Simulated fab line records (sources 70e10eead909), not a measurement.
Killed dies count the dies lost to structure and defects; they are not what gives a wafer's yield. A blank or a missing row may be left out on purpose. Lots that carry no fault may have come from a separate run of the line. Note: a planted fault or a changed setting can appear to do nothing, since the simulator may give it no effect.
fab line records + flow nand_harc
record
- lots=12
- wafers=36
- last_day=34
route steps=1302 shown A_M1@1200 A_BONDPAD@1203 THIN_TSV@1262 END@1302
lots that met no fault: taken from a fault-free run of the same line
start_h: hours from the record's opening day to when the first of the lot's shown wafers began + wait_h: how many hours have passed since the lot's step before this one + " identical to the entry in the row above + L1.1+2: one row covering several wafers at once + - value missing, or start not given + * or withheld: withheld + < > ~ a bound
route shown NAME@n: names a module that has steps shown in the file, with the first one's number in the route + usual: mean and standard deviation over wafers with no fault + same: alike in all rows + chamber/n: place in a boat + sites: readings site by site + _std_site: standard deviation across them + _edge_site: mean of outer sites minus mean of inner sites + radius_mm: how far each site lies from the wafer's centre + mask NAME#n: copy n + behind: tool/chamber where the wafer was last shaped + hold: why the lot went on hold/how many hours it stayed there/how the hold came to an end + device: the n, p or np transistor that did not switch + end of line: the tests these same wafers got at the end of their route + a step given without rows: its recipe and nothing more + killed: count of dies lost to structure and defects at first sort (not the wafer's yield) + map: the dies of a wafer, with x for killed, . for not killed, _ for no die there
set.NAME: the run value of the setting; set.NAME@STEP: its run value at that earlier step + model.NAME: the simulator's own value behind a step, which no gauge read
route steps across a sampled set of lots; one table per step, one row per wafer
services: from which hour (start_h, from the record's first day; less than 0 if before it) a tool's chamber was out of use, for how many hours, and why
## steps
# step NHARC_A_M1_PRE_CLEAN_32
# recipe
- time_s=12
- temp_c=370
- rf_power_w=300
- gas=NH3
# usual
- heater_power_w=650/94
| lot.wafer | tool     | chamber | start_h | wait_h | heater_power_w |
|-----------|----------|---------|---------|--------|----------------|
| L816.2    | pecvd-02 | 0       | 536.39  | 0.1    | 679            |
| L816.5    | "        | 1       | "       | "      | 703            |
| L816.6    | "        | 2       | "       | "      | 567            |
| L818.2    | pecvd-04 | 2       | 549.12  | 0.1    | 634            |
| L818.5    | "        | 1       | "       | "      | 659            |
| L818.6    | "        | 0       | "       | "      | 558            |
| L819.1    | pecvd-04 | 2       | 563.09  | 0.1    | 643            |
| L819.6    | "        | 0       | "       | "      | 521            |
| L819.4    | "        | 1       | "       | "      | 587            |
| L822.1    | pecvd-04 | 0       | 610.25  | 0.1    | 582            |
| L822.3    | "        | 1       | "       | "      | 615            |
| L822.6    | "        | 1       | "       | "      | 595            |
| L827.2    | pecvd-04 | 2       | 621.43  | 0.1    | 675            |
| L827.4    | "        | 0       | "       | "      | 551            |
| L827.5    | "        | 1       | "       | "      | 616            |
| L828.3    | pecvd-04 | 0       | 678.64  | 0.1    | 582            |
| L828.1    | "        | 1       | "       | "      | 628            |
| L828.2    | "        | 2       | "       | "      | 713            |
| L829.2    | pecvd-04 | 1       | 688.15  | 0.1    | 614            |
| L829.1    | "        | 2       | "       | "      | 701            |
| L829.3    | "        | 0       | "       | "      | 574            |
| L834.2    | pecvd-03 | 0       | 700.28  | 0.1    | 622            |
| L834.3    | "        | 2       | "       | "      | 771            |
| L834.5    | "        | 0       | "       | "      | 633            |
| L832.3    | pecvd-02 | 1       | 701.25  | 0.1    | 759            |
| L832.1    | "        | 0       | "       | "      | 742            |
| L832.5    | "        | 1       | "       | "      | 747            |
| L833.1    | pecvd-04 | 2       | 718.25  | 0.1    | 740            |
| L833.6    | "        | 0       | "       | "      | 501            |
| L833.4    | "        | 1       | "       | "      | 645            |
| L838.3    | pecvd-03 | 2       | 754.83  | 0.1    | 772            |
| L838.6    | "        | 0       | "       | "      | 658            |
| L838.4    | "        | 2       | "       | "      | 749            |
| L837.3    | pecvd-03 | 0       | 790.02  | 0.1    | 659            |
| L837.2    | "        | 1       | "       | "      | 562            |
| L837.6    | "        | 0       | "       | "      | 657            |
# step NHARC_A_BONDPAD_CMP_29
# recipe
- target_thk_nm=200
- material=SiCN
# usual
- motor_current_A=12.0/1
| lot.wafer | tool   | chamber | start_h | wait_h | motor_current_A |
|-----------|--------|---------|---------|--------|-----------------|
| L816.2    | cmp-03 | 3       | 537.46  | -      | 10.8            |
| L816.6    | "      | 1       | "       | "      | 10.4            |
| L816.5    | "      | 2       | "       | "      | 12.9            |
| L818.2    | cmp-04 | 2       | 550.29  | 0.4    | 11.5            |
| L818.6    | "      | 2       | "       | "      | 11.8            |
| L818.5    | "      | 3       | "       | "      | 11.8            |
| L819.1    | cmp-01 | 0       | 564.18  | -      | 13.5            |
| L819.4    | "      | 1       | "       | "      | 11.1            |
| L819.6    | "      | 2       | "       | "      | 10.9            |
| L822.3    | cmp-01 | 2       | 611.32  | -      | 11.3            |
| L822.1    | "      | 0       | "       | "      | 14.3            |
| L822.6    | "      | 1       | "       | "      | 11.3            |
| L827.2    | cmp-01 | 0       | 622.62  | -      | 12.6            |
| L827.4    | "      | 2       | "       | "      | 10.9            |
| L827.5    | "      | 0       | "       | "      | 12.9            |
| L828.3    | cmp-04 | 1       | 679.97  | -      | 12.5            |
| L828.1    | "      | 2       | "       | "      | 12.0            |
| L828.2    | "      | 0       | "       | "      | 10.8            |
| L829.2    | cmp-01 | 0       | 689.22  | -      | 13.2            |
| L829.1    | "      | 1       | "       | "      | 12.3            |
| L829.3    | "      | 3       | "       | "      | 12.6            |
| L834.3    | cmp-04 | 0       | 701.44  | -      | 10.7            |
| L834.2    | "      | 1       | "       | "      | 13.3            |
| L834.5    | "      | 2       | "       | "      | 11.8            |
| L832.3    | cmp-03 | 1       | 702.32  | -      | 11.1            |
| L832.1    | "      | 3       | "       | "      | 10.7            |
| L832.5    | "      | 0       | "       | "      | 13.1            |
| L833.4    | cmp-01 | 1       | 719.30  | -      | 11.5            |
| L833.1    | "      | 0       | "       | "      | 14.2            |
| L833.6    | "      | 1       | "       | "      | 11.9            |
| L838.3    | cmp-03 | 1       | 755.84  | -      | 10.1            |
| L838.4    | "      | 2       | "       | "      | 13.4            |
| L838.6    | "      | 1       | "       | "      | 10.9            |
| L837.3    | cmp-03 | 1       | 791.10  | -      | 10.4            |
| L837.2    | "      | 2       | "       | "      | 13.6            |
| L837.6    | "      | 3       | "       | "      | 10.5            |
# step NHARC_THIN_TSV_ETCH_44
# recipe
- target_depth_a=15942
- time_s=797.1
- cf4_flow_sccm=150
- o2_flow_sccm=10
- ar_flow_sccm=0
- rf_w=300
- bias_w=800
- chemistry=CF4/O2
# usual
- chamber_pressure_mTorr=29.998/0.028
- drypump_motor_current_A=5.8/0.46
- oes_product_au=0.999/0.0076
- rf_fwd_power_W=299.8/0.92
- rf_vpp_V=793/4.1
- showerhead_plenum_p_Torr=1.81/0.065
- throttle_valve_pct=16.913/0.0092
| lot.wafer | tool        | chamber | start_h | wait_h | chamber_pressure_mTorr | drypump_motor_current_A | oes_product_au | rf_fwd_power_W | rf_hours_counter_h | rf_vpp_V | showerhead_plenum_p_Torr | throttle_valve_pct |
|-----------|-------------|---------|---------|--------|------------------------|-------------------------|----------------|----------------|--------------------|----------|--------------------------|--------------------|
| L816.2    | rie_diel-05 | 2       | 552.28  | 0.1    | 29.994                 | 6.1                     | 1.008          | 301.1          | 6                  | 792      | 1.77                     | 16.908             |
| L816.5    | "           | 2       | "       | "      | 29.977                 | 6.1                     | 0.996          | 299.8          | -                  | 791      | 1.77                     | 16.930             |
| L816.6    | "           | 3       | "       | "      | 29.987                 | 5.2                     | 0.996          | 301.5          | -                  | 793      | 1.82                     | 16.912             |
| L818.2    | rie_diel-05 | 0       | 566.67  | 0.1    | 29.985                 | 5.7                     | 1.000          | 300.2          | 7                  | 800      | 1.93                     | 16.912             |
| L818.6    | "           | 3       | "       | "      | 30.004                 | 5.2                     | 0.993          | 300.7          | -                  | 792      | 1.82                     | 16.917             |
| L818.5    | "           | 0       | "       | "      | 29.992                 | 5.7                     | 1.000          | 299.7          | -                  | 800      | 1.93                     | 16.925             |
| L819.1    | rie_diel-05 | 1       | 580.56  | 0.1    | 30.003                 | 6.2                     | 0.997          | 300.9          | 7                  | 788      | 1.74                     | 16.902             |
| L819.4    | "           | 3       | "       | "      | 29.996                 | 5.2                     | 0.981          | 298.9          | 9                  | 794      | 1.82                     | 16.897             |
| L819.6    | "           | 1       | "       | "      | 30.038                 | 6.2                     | 0.986          | 300.5          | -                  | 788      | 1.74                     | 16.930             |
| L822.1    | rie_diel-01 | 2       | 627.89  | 0.1    | 29.970                 | 6.3                     | 0.984          | 300.3          | 5                  | 799      | 1.91                     | 16.918             |
| L822.3    | "           | 0       | "       | "      | 30.000                 | 5.7                     | 0.988          | 300.4          | 4                  | 795      | 1.84                     | 16.926             |
| L822.6    | "           | 2       | "       | "      | 30.023                 | 6.3                     | 0.985          | 302.3          | -                  | 798      | 1.91                     | 16.908             |
| L827.4    | rie_diel-05 | 2       | 638.15  | 0.1    | 29.993                 | 6.1                     | 1.009          | 299.3          | 1                  | 791      | 1.77                     | 16.911             |
| L827.2    | "           | 1       | "       | "      | 30.028                 | 6.2                     | 0.999          | 299.4          | 2                  | 790      | 1.74                     | 16.900             |
| L827.5    | "           | 2       | "       | "      | 30.022                 | 6.1                     | 1.008          | 300.5          | -                  | 792      | 1.77                     | 16.902             |
| L828.3    | rie_diel-01 | 0       | 694.18  | 0.1    | 30.002                 | 5.7                     | 0.995          | 300.4          | 8                  | 795      | 1.84                     | 16.914             |
| L828.1    | "           | 1       | "       | "      | 29.918                 | 5.8                     | 1.013          | 298.6          | 10                 | 790      | 1.75                     | 16.915             |
| L828.2    | "           | 2       | "       | "      | 30.035                 | 6.3                     | 1.006          | 299.2          | 9                  | 799      | 1.91                     | 16.909             |
| L829.1    | rie_diel-01 | 1       | 708.73  | 0.1    | 30.022                 | 5.8                     | 1.255          | 418.9          | 11                 | 788      | 1.75                     | 16.906             |
| L829.3    | "           | 2       | "       | "      | 30.033                 | 6.3                     | 1.259          | 419.1          | 10                 | 797      | 1.91                     | 16.907             |
| L829.2    | "           | 3       | "       | "      | 29.962                 | 6.3                     | 1.256          | 418.6          | 9                  | 794      | 1.82                     | 16.923             |
| L834.3    | rie_diel-05 | 3       | 717.48  | 0.1    | 30.021                 | 5.2                     | 0.997          | 298.3          | 5                  | 792      | 1.81                     | 16.921             |
| L834.2    | "           | 2       | "       | "      | 30.005                 | 6.1                     | 1.005          | 299.3          | 5                  | 790      | 1.77                     | 16.920             |
| L834.5    | "           | 3       | "       | "      | 30.014                 | 5.2                     | 1.000          | 298.6          | -                  | 793      | 1.81                     | 16.920             |
| L832.1    | rie_diel-01 | 2       | 718.69  | 0.1    | 29.926                 | 6.2                     | 1.258          | 420.2          | 11                 | 799      | 1.90                     | 16.900             |
| L832.3    | "           | 1       | "       | "      | 30.019                 | 5.8                     | 1.253          | 420.0          | 12                 | 789      | 1.75                     | 16.911             |
| L832.5    | "           | 3       | "       | "      | 29.993                 | 6.3                     | 1.242          | 420.4          | -                  | 793      | 1.82                     | 16.908             |
| L833.1    | rie_diel-13 | 0       | 735.29  | 0.1    | 30.046                 | 5.0                     | 1.000          | 299.4          | 2                  | 788      | 1.75                     | 16.914             |
| L833.4    | "           | 3       | "       | "      | 29.993                 | 6.4                     | 1.002          | 299.2          | 2                  | 787      | 1.72                     | 16.919             |
| L833.6    | "           | 0       | "       | "      | 29.968                 | 5.1                     | 1.014          | 300.0          | -                  | 791      | 1.75                     | 16.921             |
| L838.3    | rie_diel-13 | 3       | 771.89  | 0.1    | 30.032                 | 6.4                     | 0.995          | 299.4          | 5                  | 787      | 1.72                     | 16.904             |
| L838.4    | "           | 2       | "       | "      | 30.016                 | 5.0                     | 1.002          | 300.2          | 5                  | 794      | 1.83                     | 16.924             |
| L838.6    | "           | 0       | "       | "      | 30.024                 | 5.1                     | 0.997          | 299.3          | -                  | 789      | 1.75                     | 16.908             |
| L837.2    | rie_diel-13 | 2       | 808.43  | 0.1    | 29.963                 | 5.0                     | 0.992          | 299.5          | 6                  | 795      | 1.83                     | 16.914             |
| L837.3    | "           | 0       | "       | "      | 30.023                 | 5.1                     | 1.001          | 299.5          | 6                  | 789      | 1.75                     | 16.915             |
| L837.6    | "           | 3       | "       | "      | 29.966                 | 6.4                     | 1.006          | 298.6          | -                  | 787      | 1.72                     | 16.925             |
# step NHARC_THIN_TSV_CD_MEAS_16
# usual
- cd_nm=1000.7/1.7
| lot.wafer | tool      | chamber | start_h | wait_h | cd_nm  |
|-----------|-----------|---------|---------|--------|--------|
| L816.2    | cd_sem-03 | -       | 553.00  | 0.1    | 999.1  |
| L816.5    | "         | -       | "       | "      | 999.6  |
| L816.6    | "         | -       | "       | "      | 999.9  |
| L818.2    | cd_sem-03 | -       | 567.33  | 0.1    | 1000.6 |
| L818.5    | "         | -       | "       | "      | 999.7  |
| L818.6    | "         | -       | "       | "      | 998.4  |
| L819.1    | cd_sem-02 | -       | 581.23  | 0.1    | 1000.4 |
| L819.4    | "         | -       | "       | "      | 1001.7 |
| L819.6    | "         | -       | "       | "      | 1001.1 |
| L822.1    | cd_sem-03 | -       | 628.56  | 0.1    | 1000.3 |
| L822.3    | "         | -       | "       | "      | 998.4  |
| L822.6    | "         | -       | "       | "      | 997.8  |
| L827.2    | cd_sem-01 | -       | 638.87  | 0.1    | 1001.2 |
| L827.4    | "         | -       | "       | "      | 1000.2 |
| L827.5    | "         | -       | "       | "      | 1000.0 |
| L828.1    | cd_sem-02 | -       | 694.90  | 0.1    | 999.7  |
| L828.2    | "         | -       | "       | "      | 1002.3 |
| L828.3    | "         | -       | "       | "      | 1000.3 |
| L829.1    | cd_sem-01 | -       | 709.39  | 0.1    | 995.7  |
| L829.2    | "         | -       | "       | "      | 994.0  |
| L829.3    | "         | -       | "       | "      | 995.4  |
| L834.2    | cd_sem-01 | -       | 718.20  | 0.1    | 1001.7 |
| L834.3    | "         | -       | "       | "      | 1000.7 |
| L834.5    | "         | -       | "       | "      | 1002.5 |
| L832.1    | cd_sem-01 | -       | 719.40  | 0.1    | 996.0  |
| L832.3    | "         | -       | "       | "      | 996.1  |
| L832.5    | "         | -       | "       | "      | 996.1  |
| L833.1    | cd_sem-01 | -       | 736.01  | 0.1    | 998.7  |
| L833.4    | "         | -       | "       | "      | 1000.8 |
| L833.6    | "         | -       | "       | "      | 998.7  |
| L838.3    | cd_sem-02 | -       | 772.60  | 0.1    | 997.8  |
| L838.4    | "         | -       | "       | "      | 997.9  |
| L838.6    | "         | -       | "       | "      | 1000.2 |
| L837.2    | cd_sem-01 | -       | 809.15  | 0.1    | 1000.4 |
| L837.3    | "         | -       | "       | "      | 1000.8 |
| L837.6    | "         | -       | "       | "      | 999.6  |
# step NHARC_THIN_TSV_DEP_47
# recipe
- target_thk_a=2000
- temp_c=withheld
- pressure_torr=6.5
- rf_w=900
- teos_flow_sccm=161.4
- flow_sccm=2650
- target_thk_nm=200
- gas=O2
- material=SiO2
# usual
- throttle_valve_pct=16.0/0.65
| lot.wafer | tool     | chamber | start_h | wait_h | throttle_valve_pct |
|-----------|----------|---------|---------|--------|--------------------|
| L816.2    | pecvd-02 | 2       | 553.87  | -      | 16.3               |
| L816.6    | "        | 2       | "       | "      | 16.2               |
| L816.5    | "        | 1       | "       | "      | 16.3               |
| L818.2    | pecvd-01 | 2       | 568.25  | -      | 15.8               |
| L818.6    | "        | 1       | "       | "      | 15.5               |
| L818.5    | "        | 2       | "       | "      | 15.7               |
| L819.1    | pecvd-03 | 2       | 582.15  | -      | 15.8               |
| L819.4    | "        | 2       | "       | "      | 16.2               |
| L819.6    | "        | 0       | "       | "      | 15.7               |
| L822.1    | pecvd-02 | 2       | 629.48  | -      | 15.8               |
| L822.3    | "        | 0       | "       | "      | 17.2               |
| L822.6    | "        | 0       | "       | "      | 16.8               |
| L827.2    | pecvd-02 | 2       | 640.05  | -      | 15.8               |
| L827.4    | "        | 0       | "       | "      | 16.9               |
| L827.5    | "        | 2       | "       | "      | 15.9               |
| L828.1    | pecvd-03 | 1       | 695.78  | -      | 15.3               |
| L828.3    | "        | 2       | "       | "      | 16.2               |
| L828.2    | "        | 0       | "       | "      | 16.1               |
| L829.3    | pecvd-01 | 2       | 710.29  | -      | 15.5               |
| L829.2    | "        | 0       | "       | "      | 14.9               |
| L829.1    | "        | 1       | "       | "      | 16.0               |
| L834.3    | pecvd-03 | 1       | 719.30  | -      | 15.3               |
| L834.2    | "        | 2       | "       | "      | 16.6               |
| L834.5    | "        | 0       | "       | "      | 16.3               |
| L832.1    | pecvd-01 | 0       | 720.32  | -      | 14.7               |
| L832.3    | "        | 1       | "       | "      | 15.8               |
| L832.5    | "        | 0       | "       | "      | 15.2               |
| L833.1    | pecvd-01 | 2       | 736.97  | -      | 15.9               |
| L833.6    | "        | 0       | "       | "      | 14.8               |
| L833.4    | "        | 2       | "       | "      | 16.0               |
| L838.3    | pecvd-03 | 1       | 773.48  | -      | 15.3               |
| L838.6    | "        | 1       | "       | "      | 14.9               |
| L838.4    | "        | 2       | "       | "      | 16.0               |
| L837.3    | pecvd-02 | 1       | 810.02  | -      | 16.4               |
| L837.2    | "        | 2       | "       | "      | 15.9               |
| L837.6    | "        | 1       | "       | "      | 16.4               |
# step NHARC_END_SORT_01
# recipe
- temp_c=25
# usual
- defect_limited_yield=90.8/2.2
- killed_at_array=58/15
- killed_at_other=0.8/1.2
- killed_at_periphery=3.5/2.5
- killed_dies=62/15
- killed_open=3.2/1.7
- killed_short=2.4/1.5
# same
- gross_dies=677
| lot.wafer | tool      | chamber | start_h | wait_h | defect_limited_yield[%] | killed_at_array | killed_at_other | killed_at_periphery | killed_dies | killed_open | killed_short |
|-----------|-----------|---------|---------|--------|-------------------------|-----------------|-----------------|---------------------|-------------|-------------|--------------|
| L832.1    | prober-01 | 0       | 733.41  | 2.5    | 89.4                    | 72              | 0               | 0                   | 72          | 2           | 1            |
| L832.3    | prober-01 | 0       | 735.03  | 3.1    | 90.0                    | 62              | 1               | 5                   | 68          | 6           | 3            |
| L832.5    | prober-01 | 0       | 736.65  | 3.7    | 89.8                    | 65              | 0               | 4                   | 69          | 3           | 1            |
# killed by level:class
L832.1 A_CHANNEL_HOLE_D1:chamber_film_flake=30 A_CHANNEL_HOLE_D2:chamber_film_flake=22 A_SLIT:chamber_film_flake=8 A_CONTACT:chamber_film_flake=4 A_STAIRCASE:chamber_film_flake=3 A_WL_FILL:chamber_film_flake=2 A_ONON_D2:geometric_particle:open=1 A_WL_FILL:geometric_particle:open=1
L832.3 A_CHANNEL_HOLE_D1:chamber_film_flake=27 A_CHANNEL_HOLE_D2:chamber_film_flake=20 A_SLIT:chamber_film_flake=5 A_CONTACT:chamber_film_flake=3 A_STAIRCASE:chamber_film_flake=2 P_STI:geometric_particle:short=1 P_CONTACT:geometric_particle:short=1 P_CONTACT:geometric_particle:open=1
L832.5 A_CHANNEL_HOLE_D1:chamber_film_flake=27 A_CHANNEL_HOLE_D2:chamber_film_flake=23 A_CONTACT:chamber_film_flake=9 P_GATE:chamber_film_flake=2 P_M0:geometric_particle:open=1 A_CHANNEL_HOLE_D1:geometric_particle:open=1 A_CHANNEL_FILL_D1:geometric_particle:short=1 A_CHANNEL_FILL_D1:geometric_particle:open=1
## services
| tool        | chamber | start_h | hours | kind   |
|-------------|---------|---------|-------|--------|
| pecvd-01    | 0       | 515.57  | 7.1   | repair |
| pecvd-02    | -       | 515.73  | 1.5   | repair |
| pecvd-03    | 1       | 522.78  | 4.3   | repair |
| pecvd-04    | -       | 525.46  | 1.0   | repair |
| pecvd-04    | -       | 533.62  | 0.5   | repair |
| rie_diel-05 | 2       | 537.24  | 7.2   | repair |
| pecvd-03    | -       | 547.24  | 13.0  | pm     |
| cmp-01      | -       | 579.55  | 4.0   | pm     |
| rie_diel-05 | -       | 583.60  | 9.0   | pm     |
| pecvd-02    | -       | 589.35  | 13.0  | pm     |
| pecvd-04    | -       | 605.56  | 0.6   | repair |
| pecvd-04    | -       | 631.00  | 13.0  | pm     |
| cmp-01      | -       | 663.94  | 2.0   | repair |
| cmp-01      | -       | 677.55  | 4.0   | pm     |
| cmp-01      | -       | 682.51  | 1.0   | repair |
| cmp-01      | -       | 689.56  | 0.2   | repair |
| pecvd-03    | -       | 728.24  | 13.0  | pm     |
| rie_diel-05 | 0       | 735.03  | 2.0   | repair |
| cmp-01      | -       | 756.84  | 4.0   | repair |
| rie_diel-05 | -       | 760.60  | 9.0   | pm     |
| pecvd-04    | 1       | 767.20  | 6.9   | repair |
| pecvd-02    | -       | 770.35  | 13.0  | pm     |
| cmp-01      | -       | 775.55  | 4.0   | pm     |
| rie_diel-05 | 0       | 778.20  | 8.0   | repair |
## key
first_sign
- step=NHARC_THIN_TSV_ETCH_44
- reading=rf_fwd_power_W
- direction=up
- sigmas=99+
- usual=*
- struck=*
effect
- step=NHARC_THIN_TSV_ETCH_44
- reading=oes_product_au
- direction=up
- sigmas=34
- usual=0.999
- struck=1.254
effect
- step=NHARC_THIN_TSV_CD_MEAS_16
- reading=cd_nm
- direction=down
- sigmas=3
- usual=1000.7
- struck=995.5
met_at NHARC_THIN_TSV_ETCH_44
struck_lots L829,L832
not_acting_at NHARC_A_M1_PRE_CLEAN_32,NHARC_A_BONDPAD_CMP_29,NHARC_THIN_TSV_DEP_47
onset_between 694.18 708.73
fault
- kind=process_parameter_drift
- tool=rie_diel-01
- chamber=-
- onset_h=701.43
- steps=NHARC_THIN_TSV_ETCH_44
- channel=rf_w
- offset=*
- shape=step
- end_h=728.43
- acts_in=*
- stated=*
